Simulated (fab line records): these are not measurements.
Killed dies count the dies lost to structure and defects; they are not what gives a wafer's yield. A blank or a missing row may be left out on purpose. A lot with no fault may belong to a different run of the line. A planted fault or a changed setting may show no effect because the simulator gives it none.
Chamber matching    flow n5 finfet    N5_FIN_SAQP_ALD_61 on ald sin-01 has 3 sister chambers
The step deposits SiO2, target thk 4 nm, pulse time 1 s, purge time 2 s. 14 wafers are shown with their chamber, then 7 later ones without.

## WAFERS, EACH WITH ITS CHAMBER
wafer   chamber  heater power w (W)  precursor pulse height rel  susceptor temp C (C)
L075.2  0        433                 0.994                       299.64
L075.3  1        493                 1.016                       300.11
L075.5  0        432                 0.984                       299.73
L081.2  1        483                 0.981                       299.95
L081.4  1        488                 0.994                       299.89
L081.5  2        443                 0.958                       299.73
L082.1  1        479                 1.028                       300.10
L082.2  0        424                 1.001                       300.05
L082.4  1        489                 1.032                       300.00
L087.4  1        502                 0.995                       300.09
L087.5  2        452                 0.994                       299.84
L087.6  0        435                 1.005                       299.78
L090.1  0        427                 1.005                       300.11
L090.4  2        454                 0.993                       300.03

SIGNATURES (means of the wafers above)
reading                     chamber 0  chamber 1  chamber 2  scatter within a chamber
heater power w              430.20     489.00     449.67     6.56
precursor pulse height rel  0.99780    1.00767    0.98167    0.0173
susceptor temp C            299.8620   300.0233   299.8667   0.153
Rule: a wafer's distance from a chamber is the root of the sum, over the readings, of the square of ((its reading less the chamber's mean) divided by the reading's scatter). The wafer belongs to the nearest chamber; if the next one is less than 2 further off, it can't be placed. The scatter: take each reading less its chamber's mean, square it, sum over the shown wafers, divide by the number of wafers less the number of chambers, and take the root.

## WAFERS WITH NO CHAMBER GIVEN
wafer   heater power w (W)  precursor pulse height rel  susceptor temp C (C)
L090.6  497                 1.004                       300.19
L093.2  432                 0.991                       300.31
L093.3  453                 1.015                       299.87
L093.4  452                 0.984                       299.94
L095.1  440                 0.994                       300.20
L095.4  437                 1.009                       300.01
L095.5  457                 1.036                       300.02

## WHICH CHAMBER EACH ONE RAN IN
wafer   from the rows above           in truth
L090.6  1                             1
L093.2  can't be placed: 0 or 2       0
L093.3  can't be placed: 2 or 0       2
L093.4  2                             2
L095.1  can't be placed: 0 or 2       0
L095.4  can't be placed: 0 or 2       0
L095.5  can't be placed: 2 or 0 or 1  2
2 of 7 placed correctly. Can't be placed from these rows: 5 (the true chamber is among the candidates in 5). Placed wrongly: 0.
